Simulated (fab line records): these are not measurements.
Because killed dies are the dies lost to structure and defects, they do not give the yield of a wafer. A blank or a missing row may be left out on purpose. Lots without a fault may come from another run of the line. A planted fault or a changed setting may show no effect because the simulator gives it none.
fab line records + flow nand-harc
record:
- lots: 11
- wafers: 33
- last-day: 24
route steps=1159 shown A_CONTACT@904 END@1159
lots that met no fault: taken from a fault-free run of the same line
start-h: the number of hours between the record's first day and the start of the first shown wafer of the lot + wait-h: how many hours have passed since the lot's step before this one + " the same as in the row above + L1.1+2: a single row standing in for several wafers + - no value, or no start given + * or withheld: withheld + < > ~ a bound
route shown NAME@n: names a module that has steps shown in the file, with the first one's number in the route + usual: average and standard deviation across the fault-free wafers + same: alike in all rows + chamber/n: place in a boat + sites: readings site by site + _std_site: standard deviation across them + _edge_site: the outer-site mean with the inner-site mean subtracted + radius-mm: how far each site lies from the wafer's centre + mask NAME#n: copy n + behind: the tool/chamber that last shaped the wafer + hold: the reason the lot was held/the length of the hold in hours/how it ended + device: the n, p or np transistor that did not switch + end of line: tests run on the same wafers once the route is complete + for a step that has no rows: nothing shown but its recipe + killed: dies that structure and defects cost at the first sort, which is not the same as the wafer's yield + map: the dies of a wafer, with x for killed, . for not killed, _ for no die there
set.NAME: the run value of the setting; set.NAME@STEP: its run value at that earlier step + model.NAME: the simulator's own value behind a step, which no gauge read
a sample of lots followed through the steps of the route, with each step as a table and each wafer as a row
services: the hour from which a tool's chamber was out of use, counted from the record's first day as start-h (under 0 if before that day), plus the number of hours and why
== steps ==
step: NHARC_A_CONTACT_ETCH_124
recipe:
- source-w: withheld
- pressure-mtorr: 20
- bias-v: withheld
- time-s: 140
- target-depth-a: 7000
- ar-flow-sccm: withheld
- c4f8-flow-sccm: withheld
- o2-flow-sccm: withheld
- chemistry: C4F8/O2/Ar
usual:
- chamber-pressure-mTorr: 19.999/0.019
- oes-air-line-au: 1.001/0.02
| lot.wafer | tool            | chamber | start-h | wait-h | chamber-pressure-mTorr | oes-air-line-au | rf-hours-counter-h |
|-----------|-----------------|---------|---------|--------|------------------------|-----------------|--------------------|
| L814.1    | har-cap-etch-01 | 1       | 384.06  | -      | 19.985                 | 1.014           | 60                 |
| L814.3    | "               | 1       | "       | "      | 19.988                 | 1.016           | -                  |
| L814.6    | "               | 0       | "       | "      | 19.973                 | 0.993           | -                  |
| L815.2    | har-cap-etch-02 | 0       | 385.01  | -      | 20.009                 | 1.000           | 13                 |
| L815.3    | "               | 1       | "       | "      | 20.010                 | 1.036           | -                  |
| L815.5    | "               | 1       | "       | "      | 19.997                 | 1.009           | -                  |
| L816.1    | har-cap-etch-01 | 1       | 390.85  | -      | 19.973                 | 0.975           | 61                 |
| L816.3    | "               | 1       | "       | "      | 19.985                 | 1.015           | -                  |
| L816.5    | "               | 1       | "       | "      | 20.004                 | 1.000           | -                  |
| L822.2    | har-cap-etch-03 | 1       | 431.09  | -      | 20.027                 | 0.991           | 95                 |
| L822.4    | "               | 0       | "       | "      | 20.007                 | 1.005           | -                  |
| L822.3    | "               | 1       | "       | "      | 20.001                 | 0.993           | -                  |
| L823.2    | har-cap-etch-01 | 0       | 455.66  | -      | 20.044                 | 0.983           | 72                 |
| L823.4    | "               | 1       | "       | "      | 19.998                 | 1.013           | -                  |
| L823.3    | "               | 0       | "       | "      | 20.010                 | 0.992           | -                  |
| L827.1    | har-cap-etch-01 | 0       | 465.62  | -      | 20.013                 | 0.992           | 74                 |
| L827.3    | "               | 1       | "       | "      | 19.991                 | 0.966           | -                  |
| L827.6    | "               | 0       | "       | "      | 20.021                 | 0.988           | -                  |
| L829.2    | har-cap-etch-03 | 1       | 469.06  | -      | 20.026                 | 1.025           | 103                |
| L829.1    | "               | 0       | "       | "      | 20.010                 | 0.968           | 103                |
| L829.3    | "               | 1       | "       | "      | 20.004                 | 1.029           | -                  |
| L830.4    | har-cap-etch-03 | 1       | 481.38  | -      | 19.993                 | 1.019           | -                  |
| L830.6    | "               | 0       | "       | "      | 19.989                 | 0.988           | -                  |
| L830.5    | "               | 1       | "       | "      | 20.023                 | 1.011           | -                  |
| L833.1    | har-cap-etch-02 | 0       | 488.73  | -      | 20.004                 | 1.025           | 29                 |
| L833.3    | "               | 1       | "       | "      | 19.997                 | 0.983           | -                  |
| L833.5    | "               | 1       | "       | "      | 20.007                 | 0.997           | -                  |
| L836.2    | har-cap-etch-03 | 0       | 513.39  | -      | 20.001                 | 1.001           | 110                |
| L836.3    | "               | 1       | "       | "      | 19.998                 | 0.971           | -                  |
| L836.6    | "               | 1       | "       | "      | 20.001                 | 0.995           | -                  |
| L835.1    | har-cap-etch-02 | 1       | 518.81  | -      | 19.997                 | 0.994           | 34                 |
| L835.3    | "               | 1       | "       | "      | 20.010                 | 1.033           | -                  |
| L835.4    | "               | 0       | "       | "      | 20.008                 | 0.968           | -                  |
step: NHARC_A_CONTACT_ETCH_127
recipe:
- source-w: withheld
- pressure-mtorr: 20
- bias-v: 1200
- time-s: 155
- target-depth-a: 9560
- ar-flow-sccm: withheld
- c4f8-flow-sccm: withheld
- o2-flow-sccm: withheld
- chemistry: C4F8/O2/Ar
usual:
- chamber-pressure-mTorr: 20.000/0.019
- oes-air-line-au: 0.996/0.021
| lot.wafer | tool            | chamber | start-h | wait-h | chamber-pressure-mTorr | oes-air-line-au | rf-hours-counter-h |
|-----------|-----------------|---------|---------|--------|------------------------|-----------------|--------------------|
| L814.1    | har-cap-etch-01 | 1       | 384.70  | 0.2    | 19.994                 | 0.990           | 60                 |
| L814.3    | "               | 1       | "       | "      | 19.985                 | 1.013           | -                  |
| L814.6    | "               | 0       | "       | "      | 20.017                 | 1.003           | -                  |
| L815.2    | har-cap-etch-02 | 0       | 385.49  | 0.1    | 20.023                 | 0.969           | 13                 |
| L815.3    | "               | 1       | "       | "      | 19.975                 | 0.995           | -                  |
| L815.5    | "               | 1       | "       | "      | 20.002                 | 1.018           | -                  |
| L816.1    | har-cap-etch-01 | 1       | 391.48  | 0.2    | 19.984                 | 1.009           | 61                 |
| L816.3    | "               | 1       | "       | "      | 19.995                 | 1.002           | -                  |
| L816.5    | "               | 1       | "       | "      | 20.001                 | 0.998           | -                  |
| L822.2    | har-cap-etch-03 | 1       | 431.56  | 0.1    | 20.001                 | 0.988           | 95                 |
| L822.4    | "               | 0       | "       | "      | 20.013                 | 0.978           | -                  |
| L822.3    | "               | 1       | "       | "      | 19.964                 | 0.966           | -                  |
| L823.2    | har-cap-etch-01 | 0       | 456.13  | 0.1    | -                      | -               | -                  |
| L823.4    | "               | 1       | "       | "      | -                      | -               | -                  |
| L823.3    | "               | 0       | "       | "      | -                      | -               | -                  |
| L827.1    | har-cap-etch-01 | 0       | 466.10  | 0.1    | -                      | -               | -                  |
| L827.3    | "               | 1       | "       | "      | -                      | -               | -                  |
| L827.6    | "               | 0       | "       | "      | -                      | -               | -                  |
| L829.2    | har-cap-etch-03 | 1       | 469.54  | 0.1    | 19.982                 | 1.014           | 103                |
| L829.1    | "               | 0       | "       | "      | 20.026                 | 0.976           | 103                |
| L829.3    | "               | 1       | "       | "      | 20.005                 | 0.994           | -                  |
| L830.4    | har-cap-etch-03 | 1       | 481.84  | 0.1    | 19.998                 | 0.996           | -                  |
| L830.6    | "               | 0       | "       | "      | 19.992                 | 0.993           | -                  |
| L830.5    | "               | 1       | "       | "      | 20.042                 | 0.959           | -                  |
| L833.1    | har-cap-etch-02 | 0       | 489.37  | 0.2    | 19.996                 | 0.998           | 30                 |
| L833.3    | "               | 1       | "       | "      | 19.989                 | 0.982           | -                  |
| L833.5    | "               | 1       | "       | "      | 20.023                 | 0.997           | -                  |
| L836.2    | har-cap-etch-03 | 0       | 513.87  | 0.1    | 19.997                 | 1.016           | 110                |
| L836.3    | "               | 1       | "       | "      | 20.000                 | 1.008           | -                  |
| L836.6    | "               | 1       | "       | "      | 20.022                 | 1.027           | -                  |
| L835.1    | har-cap-etch-02 | 1       | 519.29  | 0.1    | 20.000                 | 0.999           | 34                 |
| L835.3    | "               | 1       | "       | "      | 20.021                 | 0.975           | -                  |
| L835.4    | "               | 0       | "       | "      | 19.995                 | 1.009           | -                  |
step: NHARC_A_CONTACT_ETCH_133
recipe:
- source-w: withheld
- pressure-mtorr: 20
- bias-v: 400
- time-s: 195
- target-depth-a: 8400
- ar-flow-sccm: withheld
- c4f8-flow-sccm: 11.5
- o2-flow-sccm: 7.2
- chemistry: C4F8/O2/Ar
usual:
- chamber-pressure-mTorr: 20.000/0.018
- oes-air-line-au: 0.999/0.02
| lot.wafer | tool            | chamber | start-h | wait-h | chamber-pressure-mTorr | oes-air-line-au | rf-hours-counter-h |
|-----------|-----------------|---------|---------|--------|------------------------|-----------------|--------------------|
| L814.1    | har-cap-etch-01 | 1       | 385.87  | 0.2    | 19.984                 | 0.987           | 61                 |
| L814.3    | "               | 1       | "       | "      | 19.994                 | 1.018           | -                  |
| L814.6    | "               | 0       | "       | "      | 20.000                 | 1.022           | -                  |
| L815.2    | har-cap-etch-02 | 0       | 386.37  | 0.1    | 19.996                 | 1.014           | 14                 |
| L815.3    | "               | 1       | "       | "      | 19.988                 | 1.018           | -                  |
| L815.5    | "               | 1       | "       | "      | 20.007                 | 0.999           | -                  |
| L816.1    | har-cap-etch-01 | 1       | 392.65  | 0.2    | 20.018                 | 0.998           | 62                 |
| L816.3    | "               | 1       | "       | "      | 20.003                 | 0.991           | -                  |
| L816.5    | "               | 1       | "       | "      | 19.993                 | 1.020           | -                  |
| L822.2    | har-cap-etch-03 | 1       | 432.43  | 0.1    | 20.011                 | 1.017           | 96                 |
| L822.4    | "               | 0       | "       | "      | 19.987                 | 0.968           | -                  |
| L822.3    | "               | 1       | "       | "      | 20.002                 | 1.008           | -                  |
| L823.2    | har-cap-etch-01 | 0       | 457.26  | 0.2    | 19.971                 | 0.969           | 73                 |
| L823.4    | "               | 1       | "       | "      | 19.998                 | 0.957           | -                  |
| L823.3    | "               | 0       | "       | "      | 19.987                 | 0.987           | -                  |
| L827.1    | har-cap-etch-01 | 0       | 466.96  | 0.1    | 19.992                 | 0.992           | 75                 |
| L827.3    | "               | 1       | "       | "      | 20.040                 | 1.001           | -                  |
| L827.6    | "               | 0       | "       | "      | 20.005                 | 1.005           | -                  |
| L829.2    | har-cap-etch-03 | 1       | 470.39  | 0.1    | 20.025                 | 0.974           | 104                |
| L829.1    | "               | 0       | "       | "      | 19.977                 | 0.959           | 104                |
| L829.3    | "               | 1       | "       | "      | 19.971                 | 0.987           | -                  |
| L830.4    | har-cap-etch-03 | 1       | 482.75  | 0.2    | 20.000                 | 0.991           | -                  |
| L830.6    | "               | 0       | "       | "      | 20.031                 | 1.006           | -                  |
| L830.5    | "               | 1       | "       | "      | 19.980                 | 0.995           | -                  |
| L833.1    | har-cap-etch-02 | 0       | 490.50  | 0.2    | 20.024                 | 0.973           | 31                 |
| L833.3    | "               | 1       | "       | "      | 19.975                 | 0.995           | -                  |
| L833.5    | "               | 1       | "       | "      | 19.995                 | 0.990           | -                  |
| L836.2    | har-cap-etch-03 | 0       | 514.72  | 0.1    | 19.988                 | 0.993           | 111                |
| L836.3    | "               | 1       | "       | "      | 20.011                 | 1.010           | -                  |
| L836.6    | "               | 1       | "       | "      | 19.972                 | 1.019           | -                  |
| L835.1    | har-cap-etch-02 | 1       | 520.14  | 0.1    | 19.987                 | 1.002           | 35                 |
| L835.3    | "               | 1       | "       | "      | 20.024                 | 0.978           | -                  |
| L835.4    | "               | 0       | "       | "      | 19.981                 | 1.044           | -                  |
step: NHARC_A_CONTACT_ETCH_91
recipe:
- target-depth-a: 400
- over-etch-frac: 0.5
- time-s: 85.7
- ion-energy-ev: 120
- ch3f-flow-sccm: 50
- o2-flow-sccm: 30
- ar-flow-sccm: 200
- rf-w: 500
- bias-w: 100
- chemistry: CH3F/O2
usual:
- bias-w: 100.0/0.33
- ch3f-flow-sccm: 50.01/0.16
- drypump-motor-current-A: 5.6/0.53
- mfc-ar-sccm: 200.1/0.6
- oes-product-au: 0.94/0.032
- rf-fwd-power-W: 496.5/1.7
- rf-vpp-V: 244.8/1.9
- showerhead-plenum-p-Torr: 2.50/0.11
- throttle-valve-pct: 20.662/0.0096
| lot.wafer | tool        | chamber | start-h | wait-h | bias-w | ch3f-flow-sccm | drypump-motor-current-A | mfc-ar-sccm | oes-product-au | rf-fwd-power-W | rf-hours-counter-h | rf-vpp-V | showerhead-plenum-p-Torr | throttle-valve-pct |
|-----------|-------------|---------|---------|--------|--------|----------------|-------------------------|-------------|----------------|----------------|--------------------|----------|--------------------------|--------------------|
| L814.3    | rie-diel-11 | 2       | 386.47  | 0.4    | 100.3  | 49.98          | 4.8                     | 199.9       | 0.93           | 496.2          | 4                  | 246.9    | 2.56                     | 20.672             |
| L814.1    | "           | 1       | "       | "      | 100.3  | 49.90          | 6.4                     | 200.4       | 0.93           | 496.4          | 4                  | 243.3    | 2.32                     | 20.655             |
| L814.6    | "           | 2       | "       | "      | 100.2  | 50.12          | 4.8                     | 200.0       | 0.92           | 497.8          | -                  | 245.0    | 2.56                     | 20.654             |
| L815.3    | rie-diel-02 | 2       | 386.90  | 0.4    | 99.8   | 49.85          | 5.5                     | 198.8       | 0.92           | 495.4          | 12                 | 242.0    | 2.30                     | 20.657             |
| L815.2    | "           | 0       | "       | "      | 99.6   | 50.12          | 6.3                     | 200.4       | 0.92           | 499.5          | 13                 | 247.6    | 2.59                     | 20.652             |
| L815.5    | "           | 2       | "       | "      | 99.7   | 49.55          | 5.5                     | 199.1       | 0.92           | 496.2          | -                  | 242.0    | 2.30                     | 20.659             |
| L816.1    | rie-diel-12 | 3       | 393.27  | 0.6    | 99.9   | 49.95          | 6.0                     | 200.5       | 1.00           | 497.8          | 2                  | 245.2    | 2.54                     | 20.664             |
| L816.3    | "           | 0       | "       | "      | 100.4  | 49.93          | 5.7                     | 199.8       | 1.01           | 494.7          | 2                  | 243.2    | 2.44                     | 20.660             |
| L816.5    | "           | 1       | "       | "      | 100.2  | 50.06          | 5.0                     | 199.7       | 1.00           | 498.2          | -                  | 240.6    | 2.32                     | 20.644             |
| L822.4    | rie-diel-02 | 3       | 432.96  | 0.4    | 99.8   | 50.04          | 5.8                     | 200.2       | 1.00           | 496.3          | 19                 | 246.9    | 2.56                     | 20.674             |
| L822.2    | "           | 1       | "       | "      | 99.9   | 49.98          | 4.9                     | 199.8       | 1.00           | 494.7          | 17                 | 244.2    | 2.50                     | 20.646             |
| L822.3    | "           | 2       | "       | "      | 99.5   | 49.96          | 5.5                     | 199.0       | 1.00           | 497.7          | 18                 | 242.0    | 2.29                     | 20.655             |
| L823.4    | rie-diel-12 | 0       | 457.87  | 0.5    | 99.3   | 50.14          | 5.7                     | 199.7       | 1.00           | 493.2          | 23                 | 244.6    | 2.43                     | 20.661             |
| L823.3    | "           | 1       | "       | "      | 99.2   | 50.01          | 5.0                     | 199.6       | 0.99           | 495.8          | 23                 | 242.1    | 2.32                     | 20.671             |
| L823.2    | "           | 2       | "       | "      | 99.9   | 49.81          | 5.8                     | 199.0       | 1.01           | 498.5          | 25                 | 244.0    | 2.43                     | 20.654             |
| L827.3    | rie-diel-02 | 3       | 467.53  | 0.4    | 100.4  | 50.01          | 5.8                     | 200.6       | 0.92           | 495.8          | 26                 | 245.5    | 2.55                     | 20.670             |
| L827.1    | "           | 0       | "       | "      | 100.3  | 49.77          | 6.3                     | 200.8       | 0.93           | 499.0          | 27                 | 244.9    | 2.59                     | 20.666             |
| L827.6    | "           | 3       | "       | "      | 100.4  | 49.76          | 5.8                     | 200.2       | 0.93           | 494.2          | -                  | 246.0    | 2.55                     | 20.684             |
| L829.1    | rie-diel-02 | 0       | 470.97  | 0.5    | 100.1  | 49.89          | 6.3                     | 199.8       | 0.93           | 499.3          | 27                 | 247.1    | 2.59                     | 20.661             |
| L829.2    | "           | 1       | "       | "      | 99.9   | 50.03          | 4.9                     | 200.5       | 0.91           | 496.3          | 25                 | 245.2    | 2.50                     | 20.672             |
| L829.3    | "           | 2       | "       | "      | 100.1  | 50.10          | 5.5                     | 199.4       | 0.93           | 495.6          | 27                 | 240.4    | 2.29                     | 20.642             |
| L830.4    | rie-diel-02 | 0       | 483.20  | 0.4    | 100.2  | 49.89          | 6.3                     | 199.7       | 0.93           | 498.7          | 30                 | 245.6    | 2.58                     | 20.666             |
| L830.5    | "           | 0       | "       | "      | 100.2  | 49.94          | 6.3                     | 200.1       | 0.93           | 498.9          | -                  | 244.7    | 2.59                     | 20.642             |
| L830.6    | "           | 1       | "       | "      | 100.1  | 49.85          | 4.9                     | 199.3       | 0.91           | 496.1          | -                  | 246.2    | 2.50                     | 20.668             |
| L833.1    | rie-diel-02 | 1       | 491.16  | 0.6    | 100.2  | 50.15          | 4.9                     | 199.4       | 0.91           | 494.6          | 30                 | 243.4    | 2.50                     | 20.674             |
| L833.3    | "           | 3       | "       | "      | 99.9   | 49.99          | 5.8                     | 200.2       | 0.92           | 496.8          | 31                 | 245.5    | 2.55                     | 20.671             |
| L833.5    | "           | 1       | "       | "      | 100.1  | 49.92          | 4.9                     | 199.3       | 0.91           | 497.2          | -                  | 246.6    | 2.50                     | 20.646             |
| L836.2    | rie-diel-11 | 3       | 515.30  | 0.5    | 100.3  | 49.67          | 5.9                     | 200.9       | 0.93           | 498.9          | 47                 | 246.8    | 2.59                     | 20.667             |
| L836.3    | "           | 0       | "       | "      | 100.0  | 50.13          | 5.1                     | 200.4       | 0.93           | 498.3          | 52                 | 246.9    | 2.64                     | 20.665             |
| L836.6    | "           | 2       | "       | "      | 99.8   | 50.04          | 4.8                     | 198.5       | 0.92           | 496.4          | -                  | 246.1    | 2.54                     | 20.644             |
| L835.4    | rie-diel-02 | 3       | 520.71  | 0.4    | 99.3   | 50.09          | 5.8                     | 199.7       | 0.99           | 493.6          | 1                  | 245.9    | 2.55                     | 20.653             |
| L835.3    | "           | 0       | "       | "      | 99.7   | 49.91          | 6.3                     | 200.6       | 0.99           | 501.1          | 0                  | 244.8    | 2.58                     | 20.669             |
| L835.1    | "           | 2       | "       | "      | 99.6   | 49.95          | 5.5                     | 200.2       | 1.00           | 494.9          | 1                  | 241.5    | 2.29                     | 20.666             |
step: NHARC_END_SORT_01
recipe:
- temp-c: 25
usual:
- killed-at-array: 29/11
- killed-at-other: 0.6/0.92
- killed-at-periphery: 3.2/2
- killed-dies: 33/11
- killed-open: 3.2/2
- killed-short: 1.9/1.5
same:
- gross-dies: 677
| lot.wafer | tool      | chamber | start-h | wait-h | killed-at-array | killed-at-other | killed-at-periphery | killed-dies | killed-open | killed-short |
|-----------|-----------|---------|---------|--------|-----------------|-----------------|---------------------|-------------|-------------|--------------|
| L823.2    | prober-01 | 0       | 520.22  | 2.8    | 670             | 0               | 7                   | 677         | 8           | 2            |
| L823.3    | prober-01 | 0       | 521.00  | 3.1    | 673             | 0               | 4                   | 677         | 7           | 2            |
| L823.4    | prober-01 | 0       | 521.79  | 3.3    | 673             | 0               | 4                   | 677         | 6           | 1            |
| L827.1    | prober-01 | 0       | 527.10  | 2.5    | 674             | 0               | 3                   | 677         | 5           | 2            |
| L827.3    | prober-01 | 0       | 528.70  | 3.1    | 675             | 1               | 1                   | 677         | 6           | 2            |
| L827.6    | prober-01 | 0       | 531.10  | 4.0    | 676             | 1               | 0                   | 677         | 4           | 0            |
| L829.1    | prober-02 | 0       | 533.71  | 2.5    | 36              | 2               | 1                   | 39          | 2           | 3            |
| L829.2    | prober-02 | 0       | 534.52  | 2.8    | 30              | 1               | 1                   | 32          | 2           | 3            |
| L829.3    | prober-02 | 0       | 535.33  | 3.1    | 25              | 1               | 1                   | 27          | 0           | 1            |
| L830.4    | prober-01 | 0       | 548.43  | 3.4    | 39              | 0               | 3                   | 42          | 4           | 5            |
| L830.5    | prober-01 | 0       | 549.24  | 3.7    | 34              | 0               | 3                   | 37          | 7           | 1            |
| L830.6    | prober-01 | 0       | 550.04  | 4.0    | 35              | 0               | 3                   | 38          | 1           | 3            |
killed by level:class
L823.2 A_CONTACT:area-etch=641 A_SLIT:chamber-film-flake=9 P_ZERO_WELL:chamber-film-flake=6 A_CONTACT:chamber-film-flake=6 A_CONTACT:geometric-particle:open=5 A_CHANNEL_HOLE_D1:chamber-film-flake=4 P_M0:geometric-particle:open=1 A_SOURCE_PLATE:geometric-particle:open=1
L823.3 A_CONTACT:area-etch=645 A_SLIT:chamber-film-flake=13 A_CHANNEL_HOLE_D1:chamber-film-flake=4 A_WL_FILL:chamber-film-flake=3 A_CONTACT:geometric-particle:open=2 A_CONTACT:chamber-film-flake=2 P_CONTACT:geometric-particle:open=1 P_M0:geometric-particle:open=1
L823.4 A_CONTACT:area-etch=636 A_SLIT:chamber-film-flake=17 A_CHANNEL_HOLE_D1:chamber-film-flake=5 A_STAIRCASE:chamber-film-flake=4 A_CONTACT:chamber-film-flake=4 A_CHANNEL_FILL_D1:geometric-particle:open=3 P_ZERO_WELL:chamber-film-flake=3 A_ONON_D1:geometric-particle:open=2
L827.1 A_CONTACT:area-etch=661 A_CONTACT:chamber-film-flake=4 A_STAIRCASE:chamber-film-flake=3 A_CHANNEL_HOLE_D1:geometric-particle:short=2 P_M0:geometric-particle:open=1 A_CHANNEL_FILL_D1:geometric-particle:open=1 A_WL_FILL:geometric-particle:open=1 A_CONTACT:geometric-particle:open=1
L827.3 A_CONTACT:area-etch=657 A_CHANNEL_HOLE_D1:chamber-film-flake=5 A_CONTACT:chamber-film-flake=4 A_WL_FILL:geometric-particle:open=2 A_STAIRCASE:chamber-film-flake=2 A_ONON_D1:geometric-particle:short=1 A_ONON_D1:geometric-particle:open=1 A_CHANNEL_FILL_D1:geometric-particle:short=1
L827.6 A_CONTACT:area-etch=665 A_CHANNEL_HOLE_D1:chamber-film-flake=3 A_CHANNEL_FILL_D1:geometric-particle:open=2 A_STAIRCASE:chamber-film-flake=2 A_CONTACT:chamber-film-flake=2 A_SGD_CUT:geometric-particle:open=1 STARTING-WAFER:geometric-particle:open=1 A_WL_FILL:chamber-film-flake=1
L829.1 A_CHANNEL_HOLE_D1:chamber-film-flake=19 A_STAIRCASE:chamber-film-flake=4 A_CONTACT:chamber-film-flake=4 A_CHANNEL_HOLE_D1:geometric-particle:short=2 A_M0:chamber-film-flake=2 THIN_TSV:chamber-film-flake=2 A_ONON_D1:geometric-particle:short=1 A_SGD_CUT:geometric-particle:open=1
L829.2 A_CHANNEL_HOLE_D1:chamber-film-flake=19 A_M0:chamber-film-flake=3 A_SGD_CUT:geometric-particle:short=2 A_STAIRCASE:chamber-film-flake=2 P_M0:geometric-particle:open=1 A_CONTACT:geometric-particle:open=1 A_M1:geometric-particle:short=1 A_CHANNEL_FILL_D1:chamber-film-flake=1
L829.3 A_CHANNEL_HOLE_D1:chamber-film-flake=20 A_STAIRCASE:chamber-film-flake=3 A_ONON_D1:geometric-particle:short=1 P_ZERO_WELL:chamber-film-flake=1 A_CONTACT:chamber-film-flake=1 THIN_TSV:chamber-film-flake=1
L830.4 A_SLIT:chamber-film-flake=11 A_STAIRCASE:chamber-film-flake=7 A_CHANNEL_HOLE_D1:chamber-film-flake=5 A_CONTACT:chamber-film-flake=4 A_WL_FILL:chamber-film-flake=3 A_WL_FILL:geometric-particle:short=2 P_CONTACT:geometric-particle:open=1 A_SOURCE_PLATE:geometric-particle:short=1
L830.5 A_SLIT:chamber-film-flake=17 A_CHANNEL_HOLE_D1:chamber-film-flake=5 A_STAIRCASE:chamber-film-flake=3 A_CONTACT:chamber-film-flake=3 A_SOURCE_PLATE:geometric-particle:open=2 P_CONTACT:geometric-particle:open=1 P_M1:geometric-particle:open=1 A_SOURCE_PLATE:geometric-particle:short=1
L830.6 A_SLIT:chamber-film-flake=12 A_CONTACT:chamber-film-flake=7 A_CHANNEL_HOLE_D1:chamber-film-flake=4 A_STAIRCASE:chamber-film-flake=4 A_WL_FILL:chamber-film-flake=2 A_M1:chamber-film-flake=2 A_ONON_D1:geometric-particle:short=1 A_WL_FILL:geometric-particle:short=1
== services ==
| tool            | chamber | start-h | hours | kind   |
|-----------------|---------|---------|-------|--------|
| rie-diel-02     | 0       | 361.29  | -     | clean  |
| rie-diel-02     | 1       | 361.29  | -     | clean  |
| rie-diel-02     | 2       | 361.29  | -     | clean  |
| rie-diel-02     | 3       | 361.29  | -     | clean  |
| rie-diel-11     | 2       | 363.14  | 3.9   | repair |
| rie-diel-11     | -       | 366.82  | 9.0   | pm     |
| rie-diel-12     | -       | 379.69  | 9.0   | pm     |
| rie-diel-02     | 0       | 385.79  | -     | clean  |
| rie-diel-02     | 1       | 385.79  | -     | clean  |
| rie-diel-02     | 2       | 385.79  | -     | clean  |
| rie-diel-02     | 3       | 385.79  | -     | clean  |
| rie-diel-12     | 3       | 406.51  | 1.2   | repair |
| rie-diel-02     | 0       | 410.30  | -     | clean  |
| rie-diel-02     | 1       | 410.30  | -     | clean  |
| har-cap-etch-02 | -       | 418.51  | 0.6   | repair |
| rie-diel-12     | -       | 423.86  | 1.4   | repair |
| har-cap-etch-01 | -       | 434.52  | 0.1   | repair |
| rie-diel-12     | 3       | 450.91  | 2.4   | repair |
| rie-diel-02     | 2       | 490.18  | 1.7   | repair |
| rie-diel-02     | -       | 504.79  | 9.0   | pm     |
| rie-diel-12     | 3       | 504.83  | 5.6   | repair |
| rie-diel-11     | 1       | 509.97  | 11.8  | repair |
| har-cap-etch-03 | -       | 512.78  | 0.4   | repair |
| rie-diel-02     | 0       | 513.83  | 1.9   | repair |
== key ==
first-sign:
- step: NHARC_A_CONTACT_ETCH_127
- reading: tool-record
- direction: missing
effect:
- step: NHARC_END_SORT_01
- reading: killed-at-array
- direction: up
- sigmas: 61
- usual: 29
- struck: 674
more-kills-born-at:
- NHARC_A_CONTACT_ETCH_127@har-cap-etch-01: 3905
met-at NHARC_A_CONTACT_ETCH_127
struck-lots L823,L827
later-rows-left-out L823.2,L823.3,L823.4,L827.1,L827.3,L827.6
tester-left-out L823,L827
not-acting-at NHARC_A_CONTACT_ETCH_124,NHARC_A_CONTACT_ETCH_133,NHARC_A_CONTACT_ETCH_91
onset-between 391.48 456.13
fault:
- kind: skipped-step-whole
- tool: har-cap-etch-01
- chamber: -
- onset-h: 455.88
- steps: NHARC_A_CONTACT_ETCH_127
- scope: struck-lots-only
tester-left-out: of these lots the tester's yield and bins aren't shown, on N5 and GAA mostly nor the transistor test; their killed dies are dies lost to structure and defects alone, not to doping, threshold or leakage, so they don't give the yield
later-rows-left-out: the simulator's readings of these wafers behind a module that went badly wrong aren't trusted and aren't shown, but for the sort
